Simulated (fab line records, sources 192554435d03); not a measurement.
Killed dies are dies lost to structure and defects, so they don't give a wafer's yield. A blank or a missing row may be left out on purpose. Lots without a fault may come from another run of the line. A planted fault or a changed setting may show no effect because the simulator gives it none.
Which tool did it? | flow n5_finfet | 19 lots, 57 wafers sampled, at 2 steps of a route of 1938

WHAT THE GAUGES READ, wafer by wafer
N5_PMOS_HMC_CHANNEL_EPI_INSPECT_11: inspects for defects (macro).
lot  | measured    | on                | raw_defect_count
L075 | day 1 23:17 | defect_inspect-02 | 1 2 6
L076 | day 2 04:57 | defect_inspect-02 | 1 4 1
L077 | day 2 11:26 | defect_inspect-01 | 8 1 2
L078 | day 2 17:34 | defect_inspect-01 | 0 2 2
L079 | day 2 23:08 | defect_inspect-01 | 5 4 0
L080 | day 3 05:23 | defect_inspect-02 | 4 2 1
L081 | day 3 11:37 | defect_inspect-01 | 4 1 1
L082 | day 3 17:08 | defect_inspect-02 | 3 2 2
L085 | day 4 11:45 | defect_inspect-02 | 3 2 2
L087 | day 5 00:00 | defect_inspect-01 | 1 3 3
L088 | day 5 05:16 | defect_inspect-02 | 0 1 4
L089 | day 5 11:11 | defect_inspect-01 | 0 2 2
L090 | day 5 17:16 | defect_inspect-02 | 4 1 1
L091 | day 5 23:06 | defect_inspect-01 | 2 2 3
L093 | day 6 22:40 | defect_inspect-02 | 3 2 0
L094 | day 7 06:46 | defect_inspect-01 | 3 0 1
L095 | day 7 07:40 | defect_inspect-01 | 2 4 3
L096 | day 7 08:31 | defect_inspect-01 | 2 1 0
L097 | day 7 11:56 | defect_inspect-01 | 1 1 2

WHICH TOOL RAN EACH LOT (tool, then ch and the chambers of the sampled wafers, then the start)
lot  | N5_ZERO_LAYER_ETCH_17
L075 | rie_diel-03 ch 0,3, day 1 18:50
L076 | rie_diel-01 ch 0,2, day 2 00:50
L077 | rie_diel-03 ch 0,2, day 2 06:52
L078 | rie_diel-03 ch 0,2, day 2 13:14
L079 | rie_diel-03 ch 1,2, day 2 18:43
L080 | rie_diel-01 ch 0,1,2, day 3 00:52
L081 | rie_diel-06 ch 1,2,3, day 3 06:44
L082 | rie_diel-06 ch 0,1,3, day 3 12:43
L085 | rie_diel-03 ch 0,2,3, day 4 06:50
L087 | rie_diel-06 ch 0,2, day 4 18:50
L088 | rie_diel-06 ch 0,1,3, day 5 00:50
L089 | rie_diel-03 ch 0,1,3, day 5 06:43
L090 | rie_diel-06 ch 0,2,3, day 5 12:50
L091 | rie_diel-03 ch 1,2,3, day 5 18:52
L093 | rie_diel-01 ch 0,1,3, day 6 06:53
L094 | rie_diel-01 ch 0,1,3, day 6 12:50
L095 | rie_diel-03 ch 0,2,3, day 6 18:52
L096 | rie_diel-06 ch 1,2,3, day 7 02:14
L097 | rie_diel-06 ch 0,1,2, day 7 06:50
- N5_ZERO_LAYER_ETCH_17: etches SiO2 in CF4, target depth 12 nm, time 13.3 s.

WHAT THE TOOLS THEMSELVES READ (means of the sampled wafers that have a number; where no wafer has one, the mark that the record gives instead)
N5_ZERO_LAYER_ETCH_17.
lot  | tool        | bias_w (W) | drypump_motor_current_A (A) | oes_product_au (a.u.) | rf_vpp_V (V) | showerhead_plenum_p_Torr (Torr) | throttle_valve_pct (%)
L075 | rie_diel-03 | 214.8      | 5.4                         | 0.73                  | 949          | 2.16                            | 15.92
L076 | rie_diel-01 | 215.7      | 6.5                         | 0.82                  | 945          | 2.08                            | 15.96
L077 | rie_diel-03 | 215.2      | 5.4                         | 0.77                  | 951          | 2.18                            | 15.78
L078 | rie_diel-03 | 215.5      | 5.2                         | 0.79                  | 953          | 2.21                            | 15.71
L079 | rie_diel-03 | 214.9      | 5.4                         | 0.78                  | 951          | 2.19                            | 15.52
L080 | rie_diel-01 | 214.7      | 6.4                         | 0.80                  | 945          | 2.09                            | 15.87
L081 | rie_diel-06 | 215.2      | 5.6                         | 0.81                  | 950          | 2.15                            | 15.72
L082 | rie_diel-06 | 215.3      | 5.6                         | 0.77                  | 951          | 2.20                            | 15.83
L085 | rie_diel-03 | 215.1      | 5.3                         | 0.83                  | 951          | 2.19                            | 15.70
L087 | rie_diel-06 | 214.8      | 6.4                         | 0.78                  | 947          | 2.12                            | 15.78
L088 | rie_diel-06 | 214.7      | 5.6                         | 0.77                  | 952          | 2.20                            | 15.84
L089 | rie_diel-03 | 214.4      | 5.7                         | 0.81                  | 948          | 2.13                            | 15.58
L090 | rie_diel-06 | 215.6      | 6.0                         | 0.79                  | 950          | 2.15                            | 15.82
L091 | rie_diel-03 | 215.0      | 5.5                         | 0.83                  | 949          | 2.16                            | 15.52
L093 | rie_diel-01 | 214.9      | 6.3                         | 0.75                  | 947          | 2.12                            | 15.88
L094 | rie_diel-01 | 215.7      | 6.3                         | 0.75                  | 947          | 2.11                            | 15.87
L095 | rie_diel-03 | 214.9      | 5.3                         | 0.81                  | 951          | 2.18                            | 15.72
L096 | rie_diel-06 | 214.8      | 5.6                         | 0.77                  | 951          | 2.14                            | 15.77
L097 | rie_diel-06 | 215.0      | 6.0                         | 0.73                  | 949          | 2.16                            | 15.84

THE ANSWER, worked out from the rows above alone
Rule: what is usual is taken from the lots themselves. Put in order of their means at a reading, lots are off if they are a third of the lots or fewer, leave a main group of 4 or more, and stand apart from it by a gap of 3 or more times the standard deviation of the main group's means; of several such gaps the widest counts. A main group whose means are all the same, to the digits that the tables above print for the reading, isn't used. A lot without any number at a reading at which 4 lots or more have one is off too. The other lots that the step has rows for count as sound. The gauges are gone through in route order, then the tools' own readings, and for those a lot's mean is taken as printed above. The first step at which some lot is off is used, and at that step the reading that is off furthest; a lot without a number counts as furthest.
No lot is off at any reading shown: from this, nothing can be told.

WHAT THE SIMULATOR HAD PUT IN
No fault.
